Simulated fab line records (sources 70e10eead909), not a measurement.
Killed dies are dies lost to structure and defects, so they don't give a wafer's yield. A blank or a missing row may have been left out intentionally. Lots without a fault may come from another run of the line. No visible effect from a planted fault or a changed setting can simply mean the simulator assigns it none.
Chamber matching | flow nandHarc | NHARC_A_STAIRCASE_DESCUM_219 on rieDiel-13 has 4 sister chambers
The step chemistry O2, time 3 s. 20 wafers are shown with their chamber, then 10 later ones without.

EACH WAFER AND ITS CHAMBER
wafer  | chamber | showerheadPlenumPTorr (Torr) | drypumpMotorCurrentA (A) | oesProductAu (a.u.)
L078.1 | 2       | 1.89                         | 5.6                      | 0.997
L078.5 | 1       | 1.85                         | 5.5                      | 0.987
L078.6 | 2       | 1.89                         | 5.6                      | 1.009
L079.1 | 1       | 1.85                         | 5.5                      | 0.996
L079.5 | 1       | 1.85                         | 5.5                      | 1.009
L079.6 | 2       | 1.88                         | 5.6                      | 1.012
L082.1 | 0       | 1.79                         | 5.3                      | 0.984
L082.2 | 1       | 1.84                         | 5.5                      | 0.996
L082.4 | 1       | 1.85                         | 5.5                      | 0.997
L083.1 | 3       | 1.87                         | 5.7                      | 0.999
L083.2 | 1       | 1.84                         | 5.6                      | 0.993
L083.3 | 0       | 1.79                         | 5.3                      | 0.997
L085.2 | 2       | 1.88                         | 5.6                      | 0.997
L085.3 | 0       | 1.79                         | 5.3                      | 1.000
L085.6 | 1       | 1.84                         | 5.6                      | 0.993
L086.1 | 3       | 1.87                         | 5.7                      | 0.984
L086.2 | 0       | 1.79                         | 5.3                      | 0.988
L086.5 | 0       | 1.79                         | 5.3                      | 0.989
L087.1 | 0       | 1.79                         | 5.3                      | 0.997
L087.3 | 1       | 1.84                         | 5.5                      | 0.998

SIGNATURES (means of the wafers above)
reading               | chamber 0 | chamber 1 | chamber 2 | chamber 3 | scatter within a chamber
showerheadPlenumPTorr | 1.7900    | 1.8450    | 1.8850    | 1.8700    | 0.00433
drypumpMotorCurrentA  | 5.300     | 5.525     | 5.600     | 5.700     | 0.0306
oesProductAu          | 0.99250   | 0.99612   | 1.00375   | 0.99150   | 0.00695
Rule: distance of a wafer from a chamber = root of the sum over the readings of ((wafer's reading minus chamber's mean) / reading's scatter) squared. If the next closest chamber is less than 2 further off than the closest, the wafer can't be placed; otherwise it belongs to the closest. The scatter is the square root of a quotient: the sum, over the shown wafers, of each reading's squared deviation from its chamber's mean, divided by wafers minus chambers.

WAFERS WITH NO CHAMBER GIVEN
wafer  | showerheadPlenumPTorr (Torr) | drypumpMotorCurrentA (A) | oesProductAu (a.u.)
L087.6 | 1.87                         | 5.7                      | 0.993
L089.2 | 1.88                         | 5.7                      | 0.999
L089.5 | 1.79                         | 5.3                      | 0.986
L089.6 | 1.87                         | 5.7                      | 0.998
L090.2 | 1.78                         | 5.3                      | 1.008
L090.5 | 1.87                         | 5.6                      | 1.011
L090.6 | 1.84                         | 5.5                      | 0.998
L097.1 | 1.83                         | 5.5                      | 1.003
L097.2 | 1.77                         | 5.3                      | 0.996
L097.5 | 1.83                         | 5.5                      | 0.996

WHICH CHAMBER EACH WENT THROUGH
wafer  | from the rows above     | in truth
L087.6 | 3                       | 3
L089.2 | can't be placed: 3 or 2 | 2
L089.5 | 0                       | 0
L089.6 | 3                       | 3
L090.2 | 0                       | 0
L090.5 | can't be placed: 2 or 3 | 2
L090.6 | 1                       | 1
L097.1 | 1                       | 1
L097.2 | 0                       | 0
L097.5 | 1                       | 1
8 of 10 placed correctly. Not placeable from these rows: 2 (in 2, the candidates include the true chamber). Placed wrongly: 0.
